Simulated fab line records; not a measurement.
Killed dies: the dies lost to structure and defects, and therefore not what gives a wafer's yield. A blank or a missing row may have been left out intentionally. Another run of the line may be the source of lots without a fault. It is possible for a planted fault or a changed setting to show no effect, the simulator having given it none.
Which tool did it?	flow n5Finfet	12 lots, 36 wafers sampled, at 1 step of a route of 1938

WHAT EACH GAUGE READ, for each wafer
N5_BEOL_M9_OVL_MEAS_12.
lot	measured	on	M9_OVL (nm)
L075	day 9 18:32	overlay-01	-0.6 -1.0 -1.6
L078	day 10 07:41	overlay-01	-1.6 1.0 0.0
L080	day 10 20:45	overlay-01	1.3 -0.5 0.1
L082	day 11 11:49	overlay-02	-0.6 -0.1 -1.9
L084	day 12 18:27	overlay-01	-1.1 -0.1 0.2
L085	day 12 22:26	overlay-02	0.5 -0.6 -0.4
L089	day 13 11:55	overlay-02	-0.2 0.4 0.4
L090	day 13 15:13	overlay-01	-0.5 -1.1 -0.3
L092	day 14 07:02	overlay-01	-0.3 -1.3 -0.1
L094	day 15 13:51	overlay-01	-0.5 -0.1 -0.4
L095	day 15 18:29	overlay-01	-0.4 -0.1 -0.2
L096	day 17 04:16	overlay-02	-0.9 -0.5 -0.3

WHICH TOOL RAN EACH LOT (tool, then ch and the chambers of the sampled wafers, then the start)
There is no process step in the record ahead of these readings.

THE ANSWER, worked out from the rows above alone
Rule: the lots themselves supply what counts as usual. Put in order of their means at a reading, lots are off if they are a third of the lots or fewer, leave a main group of 4 or more, and stand apart from it by a gap of 3 or more times the standard deviation of the main group's means; of several such gaps the widest counts. A main group whose means are all the same, to the digits that the tables above print for the reading, isn't used. Also off: a lot with no number at a reading for which 4 or more lots have one. Any other lot the step has rows for is counted as sound.
No lot is off at any reading shown: from this, nothing can be told.

WHAT WAS PUT IN BY THE SIMULATOR
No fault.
